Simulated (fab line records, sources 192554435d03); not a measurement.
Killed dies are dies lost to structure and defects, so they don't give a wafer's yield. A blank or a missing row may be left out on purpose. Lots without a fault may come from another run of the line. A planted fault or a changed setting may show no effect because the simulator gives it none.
Chamber matching | flow n5_finfet | N5_BEOL_M10_PECVD_70 on pecvd-01: 3 sister chambers
The step deposits SiO2 from TEOS/O2, target thk 20 nm, time 22.7 s. 6 wafers are shown with their chamber, then 12 later ones without.

WAFERS WITH THEIR CHAMBER
wafer  | chamber | showerhead_plenum_p_Torr (Torr) | throttle_valve_pct (%)
L083.5 | 0       | 8.85                            | 22.5
L089.4 | 0       | 8.86                            | 22.4
L089.6 | 1       | 8.74                            | 21.7
L088.2 | 2       | 8.83                            | 20.6
L088.5 | 1       | 8.74                            | 21.8
L088.6 | 2       | 8.84                            | 20.4

WAFERS WITHOUT THEIR CHAMBER
wafer  | showerhead_plenum_p_Torr (Torr) | throttle_valve_pct (%)
L091.1 | 8.70                            | 21.8
L091.2 | 8.85                            | 22.4
L091.3 | 8.81                            | 20.5
L090.1 | 8.72                            | 21.6
L090.2 | 8.87                            | 22.5
L090.3 | 8.83                            | 20.6
L090.4 | 8.71                            | 21.8
L090.5 | 8.84                            | 20.8
L090.6 | 8.86                            | 22.4
L095.1 | 8.82                            | 20.6
L095.3 | 8.86                            | 22.7
L095.4 | 8.71                            | 21.8

WHICH CHAMBER EACH WENT THROUGH
wafer  | from the rows above | in truth
L091.1 | 1                   | 1
L091.2 | 0                   | 0
L091.3 | 2                   | 2
L090.1 | 1                   | 1
L090.2 | 0                   | 0
L090.3 | 2                   | 2
L090.4 | 1                   | 1
L090.5 | 2                   | 2
L090.6 | 0                   | 0
L095.1 | 2                   | 2
L095.3 | 0                   | 0
L095.4 | 1                   | 1
Placed correctly: 12 of 12. Can't be placed from these rows: 0. Placed wrongly: 0.
How it was worked out, from the rows above alone: a wafer's distance from a chamber is the root of the sum, over the readings, of the square of ((its reading less the chamber's mean) divided by the reading's scatter). The wafer belongs to the nearest chamber; if the next one is less than 2 further off, it can't be placed. A chamber's mean is the mean of its shown wafers. The scatter: the root of (the sum of the squares of (reading less its chamber's mean) over the shown wafers, divided by (wafers less chambers)).
